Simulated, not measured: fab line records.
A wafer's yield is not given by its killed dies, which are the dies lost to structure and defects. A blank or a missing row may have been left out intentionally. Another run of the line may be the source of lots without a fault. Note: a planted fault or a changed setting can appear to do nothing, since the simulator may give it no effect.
Matching of chambers / flow n5-finfet / 3 sister chambers for N5_FIN_SAQP_PECVD_47 on pecvd-04
The step deposits a-Si from SiH4/He, target thk 45 nm, time 36.3 s. 20 wafers are shown with their chamber, then 10 later ones without.

## WAFERS, EACH WITH ITS CHAMBER
wafer=L075.2; chamber=0; throttle-valve-pct (%)=19.4; showerhead-plenum-p-Torr (Torr)=5.70; heater-power-w (W)=818
wafer=L075.3; chamber=0; throttle-valve-pct (%)=19.6; showerhead-plenum-p-Torr (Torr)=5.71; heater-power-w (W)=824
wafer=L075.6; chamber=0; throttle-valve-pct (%)=19.7; showerhead-plenum-p-Torr (Torr)=5.70; heater-power-w (W)=830
wafer=L076.1; chamber=0; throttle-valve-pct (%)=19.3; showerhead-plenum-p-Torr (Torr)=5.69; heater-power-w (W)=785
wafer=L076.2; chamber=1; throttle-valve-pct (%)=17.4; showerhead-plenum-p-Torr (Torr)=5.67; heater-power-w (W)=810
wafer=L076.4; chamber=1; throttle-valve-pct (%)=16.9; showerhead-plenum-p-Torr (Torr)=5.66; heater-power-w (W)=813
wafer=L080.1; chamber=0; throttle-valve-pct (%)=19.7; showerhead-plenum-p-Torr (Torr)=5.71; heater-power-w (W)=792
wafer=L080.3; chamber=2; throttle-valve-pct (%)=17.0; showerhead-plenum-p-Torr (Torr)=5.63; heater-power-w (W)=709
wafer=L080.5; chamber=2; throttle-valve-pct (%)=16.9; showerhead-plenum-p-Torr (Torr)=5.62; heater-power-w (W)=732
wafer=L081.2; chamber=1; throttle-valve-pct (%)=17.4; showerhead-plenum-p-Torr (Torr)=5.67; heater-power-w (W)=782
wafer=L081.5; chamber=2; throttle-valve-pct (%)=16.9; showerhead-plenum-p-Torr (Torr)=5.61; heater-power-w (W)=651
wafer=L081.6; chamber=0; throttle-valve-pct (%)=19.5; showerhead-plenum-p-Torr (Torr)=5.69; heater-power-w (W)=850
wafer=L086.2; chamber=0; throttle-valve-pct (%)=19.7; showerhead-plenum-p-Torr (Torr)=5.71; heater-power-w (W)=863
wafer=L086.3; chamber=1; throttle-valve-pct (%)=17.5; showerhead-plenum-p-Torr (Torr)=5.67; heater-power-w (W)=857
wafer=L086.4; chamber=1; throttle-valve-pct (%)=17.4; showerhead-plenum-p-Torr (Torr)=5.67; heater-power-w (W)=849
wafer=L088.1; chamber=1; throttle-valve-pct (%)=17.4; showerhead-plenum-p-Torr (Torr)=5.66; heater-power-w (W)=838
wafer=L088.2; chamber=2; throttle-valve-pct (%)=17.1; showerhead-plenum-p-Torr (Torr)=5.62; heater-power-w (W)=760
wafer=L088.4; chamber=1; throttle-valve-pct (%)=17.5; showerhead-plenum-p-Torr (Torr)=5.68; heater-power-w (W)=837
wafer=L089.2; chamber=2; throttle-valve-pct (%)=17.1; showerhead-plenum-p-Torr (Torr)=5.63; heater-power-w (W)=719
wafer=L089.3; chamber=1; throttle-valve-pct (%)=17.5; showerhead-plenum-p-Torr (Torr)=5.67; heater-power-w (W)=872

SIGNATURES, as means of the wafers listed above
reading=throttle-valve-pct; chamber 0=19.557; chamber 1=17.375; chamber 2=17.000; scatter within a chamber=0.167
reading=showerhead-plenum-p-Torr; chamber 0=5.7014; chamber 1=5.6688; chamber 2=5.6220; scatter within a chamber=0.00787
reading=heater-power-w; chamber 0=823.14; chamber 1=832.25; chamber 2=714.20; scatter within a chamber=31.8
Rule: a wafer lies at a distance from a chamber equal to the root of the sum of squares, over the readings, of (its reading less the chamber's mean, divided by the reading's scatter). If the next closest chamber is less than 2 further off than the closest, the wafer can't be placed; otherwise it belongs to the closest. The scatter: take each reading less its chamber's mean, square it, sum over the shown wafers, divide by the number of wafers less the number of chambers, and take the root.

## WAFERS WITHOUT THEIR CHAMBER
wafer=L089.5; throttle-valve-pct (%)=17.2; showerhead-plenum-p-Torr (Torr)=5.62; heater-power-w (W)=736
wafer=L091.1; throttle-valve-pct (%)=17.6; showerhead-plenum-p-Torr (Torr)=5.66; heater-power-w (W)=765
wafer=L091.3; throttle-valve-pct (%)=17.2; showerhead-plenum-p-Torr (Torr)=5.61; heater-power-w (W)=774
wafer=L091.6; throttle-valve-pct (%)=17.2; showerhead-plenum-p-Torr (Torr)=5.63; heater-power-w (W)=779
wafer=L094.1; throttle-valve-pct (%)=17.1; showerhead-plenum-p-Torr (Torr)=5.66; heater-power-w (W)=852
wafer=L094.2; throttle-valve-pct (%)=20.0; showerhead-plenum-p-Torr (Torr)=5.71; heater-power-w (W)=757
wafer=L094.3; throttle-valve-pct (%)=17.0; showerhead-plenum-p-Torr (Torr)=5.63; heater-power-w (W)=771
wafer=L097.1; throttle-valve-pct (%)=17.3; showerhead-plenum-p-Torr (Torr)=5.61; heater-power-w (W)=804
wafer=L097.2; throttle-valve-pct (%)=17.5; showerhead-plenum-p-Torr (Torr)=5.69; heater-power-w (W)=817
wafer=L097.5; throttle-valve-pct (%)=19.9; showerhead-plenum-p-Torr (Torr)=5.72; heater-power-w (W)=782

## CHAMBER TAKEN BY EACH
wafer=L089.5; from the rows above=2; in truth=2
wafer=L091.1; from the rows above=1; in truth=1
wafer=L091.3; from the rows above=2; in truth=2
wafer=L091.6; from the rows above=2; in truth=2
wafer=L094.1; from the rows above=1; in truth=1
wafer=L094.2; from the rows above=0; in truth=0
wafer=L094.3; from the rows above=2; in truth=2
wafer=L097.1; from the rows above=2; in truth=2
wafer=L097.2; from the rows above=1; in truth=1
wafer=L097.5; from the rows above=0; in truth=0
10 of 10 placed correctly. From these rows, 0 cannot be placed. Placed wrongly: 0.
